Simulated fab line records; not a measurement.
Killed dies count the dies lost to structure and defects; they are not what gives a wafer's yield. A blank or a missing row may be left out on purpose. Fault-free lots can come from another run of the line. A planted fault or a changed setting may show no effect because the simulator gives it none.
Lot-split experiment	flow n5_finfet	on a route of 1938 steps: 7 lots, 21 wafers read

THE SPLIT
At N5_BEOL_M14_EXPOSE_07 (exposes mask V13), the setting dose_mj was moved away from the recipe's 57 on 6 of the 21 wafers read, by -6.6% to -4.6%. The other wafers ran this setting at the recipe's value.

FROM THE SPLIT TO THE READING: what the file shows between them, 11 steps
- N5_BEOL_M14_PEB_08: peb time 90 s
- N5_BEOL_M14_DEVELOP_09: develop time 45 s
- N5_BEOL_M14_HARDBAKE_14: time 120 s
- N5_BEOL_M14_CD_MEAS_10: target cd 250 nm
- N5_BEOL_M14_DESCUM_15: chemistry O2, time 7.9 s
- N5_BEOL_M14_ETCH_59: etches BARC in N2/H2, target depth 89 nm, overetch 26.7 nm, time 67.9 s
- N5_BEOL_M14_VIA_ETCH_16: etches SiO2 in C4F8/O2/Ar, target depth 1231.3 nm
- N5_BEOL_M14_STRIP_63: strips in O2
- N5_BEOL_M14_STRIP_64: strips in O2
- N5_BEOL_M14_STRIP_71: strips in post etch residue remover, time 60 s
- N5_BEOL_M14_SRD_72: time 30 s, dry time 30 s

THE READING
At N5_BEOL_M14_CD_MEAS_17: cd_nm in nanometres, against a target cd of 250 nm. Fault-free wafers of this fab line usually give 248.8 nm, standard deviation 2.9 nm.

wafer	tool, chamber at the split	dose_mj as run	against the recipe	cd_nm, nm	against lot-mates on the recipe
L076.2	krf_scanner-02, 0	57	recipe	254.4	-
L076.4	krf_scanner-02, 0	57	recipe	250.9	-
L076.6	krf_scanner-02, 0	57	recipe	252.1	-
L083.1	krf_scanner-01, 0	57	recipe	244.3	-
L083.4	krf_scanner-01, 0	54.37	-4.6%	239.7	-4.6
L083.5	krf_scanner-01, 0	54.37	-4.6%	234.0	-10.3
L086.2	krf_scanner-01, 0	57	recipe	253.8	-
L086.3	krf_scanner-01, 0	57	recipe	252.6	-
L086.6	krf_scanner-01, 0	57	recipe	254.0	-
L085.1	krf_scanner-01, 0	57	recipe	245.9	-
L085.5	krf_scanner-01, 0	57	recipe	247.5	-
L085.6	krf_scanner-01, 0	57	recipe	245.8	-
L089.2	krf_scanner-01, 0	57	recipe	249.9	-
L089.4	krf_scanner-01, 0	57	recipe	249.7	-
L089.6	krf_scanner-01, 0	53.23	-6.6%	240.3	-9.5
L088.2	krf_scanner-02, 0	53.85	-5.5%	243.2	-2.9
L088.3	krf_scanner-02, 0	57	recipe	246.1	-
L088.4	krf_scanner-02, 0	53.85	-5.5%	239.7	-6.4
L096.1	krf_scanner-02, 0	57	recipe	255.3	-
L096.2	krf_scanner-02, 0	57	recipe	252.0	-
L096.6	krf_scanner-02, 0	53.65	-5.9%	245.0	-8.7

FIT RESULTS
A straight line over all 21 wafers: cd_nm changes by +1.72 nm for each +1% of dose_mj; r = +0.76; the points scatter about the line by 3.9 nm.
The same after taking each lot's own level away (the mean of its wafers on the recipe; 21 wafers): +1.28 nm for each +1%; r = +0.89; scatter 1.7 nm.
That fit puts the effect of the largest move of dose_mj on the reading at 8.5 nm.
The span of the lots' own levels, 244.30 to 253.65 nm, comes to 3.2 times the standard deviation stated above.
So the lot-to-lot level blurs the effect unless lot-mates are compared.
Check: -8.17 nm against its lot-mates is what the line predicts for one of the wafers moved furthest among these (-6.6%) when that wafer is left out of the fit. It came out at -9.5 nm against them.

ADDITIONAL SPLITS CARRIED BY THESE WAFERS
Other splits were also applied to these wafers ahead of the reading. Each is held against what the fit with the lots' levels taken away leaves over:
other split on the same wafers	wafers away from the commonest value	r with cd_nm (lot level and that fit taken away)
N5_BEOL_M13_EXPOSE_07 dose_mj	7	+0.14
N5_BEOL_M14_ILD_DEP_00 time_s	5	+0.37

THE WHOLE CHAIN: every reading that the file lists as answering this split, in the file's order
step	what it does	reading	change (the file's fit)	r (the file's)
N5_BEOL_M14_CD_MEAS_10	target cd 250 nm	cd_nm	+1.46 nm for each +1% of the setting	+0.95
N5_BEOL_M14_CD_MEAS_17	target cd 250 nm	cd_nm	+1.34 nm for each +1% of the setting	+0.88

FILE'S OWN FIT
cd_nm changes by +1.34 nm for each +1% of dose_mj, r = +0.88.
